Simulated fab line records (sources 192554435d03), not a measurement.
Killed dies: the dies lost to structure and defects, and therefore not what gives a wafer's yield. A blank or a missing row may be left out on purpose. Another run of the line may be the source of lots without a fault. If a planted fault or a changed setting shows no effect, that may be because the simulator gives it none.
Chamber matching + flow n5 finfet + pecvd-03 running N5_FIN_SAQP_PECVD_06: 3 sister chambers
The step deposits a-Si from SiH4/He, target thk 60 nm, time 48.1 s. 3 wafers are shown with their chamber, then 10 later ones without.

WAFERS, EACH WITH ITS CHAMBER
| wafer  | chamber | showerhead plenum p Torr (Torr) |
|--------|---------|---------------------------------|
| L090.1 | 0       | 5.67                            |
| L092.1 | 1       | 5.59                            |
| L092.2 | 2       | 5.61                            |

WAFERS WHOSE CHAMBER IS MISSING
| wafer  | showerhead plenum p Torr (Torr) |
|--------|---------------------------------|
| L092.5 | 5.60                            |
| L094.1 | 5.69                            |
| L094.4 | 5.68                            |
| L094.5 | 5.61                            |
| L096.1 | 5.67                            |
| L096.2 | 5.62                            |
| L096.3 | 5.69                            |
| L097.4 | 5.59                            |
| L097.5 | 5.67                            |
| L097.6 | 5.61                            |

WHICH CHAMBER EACH WENT THROUGH
| wafer  | from the rows above     | in truth |
|--------|-------------------------|----------|
| L092.5 | can't be placed: 1 or 2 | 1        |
| L094.1 | 0                       | 0        |
| L094.4 | 0                       | 0        |
| L094.5 | can't be placed: 2 or 1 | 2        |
| L096.1 | 0                       | 0        |
| L096.2 | can't be placed: 2 or 1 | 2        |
| L096.3 | 0                       | 0        |
| L097.4 | can't be placed: 1 or 2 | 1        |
| L097.5 | 0                       | 0        |
| L097.6 | can't be placed: 2 or 1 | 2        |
Placed correctly: 5 of 10. Unplaceable from these rows: 5, with the true chamber sitting among the candidates in 5. Wrongly placed: 0.
How it was worked out, from the rows above alone: a wafer's distance from a chamber is the root of the sum, over the readings, of the square of ((its reading less the chamber's mean) divided by the reading's scatter). If the next closest chamber is less than 2 further off than the closest, the wafer can't be placed; otherwise it belongs to the closest. Each chamber's mean is taken over the wafers shown for it. The scatter: root of mean squared gap, hidden wafer to nearest shown wafer, with one shown wafer a chamber.
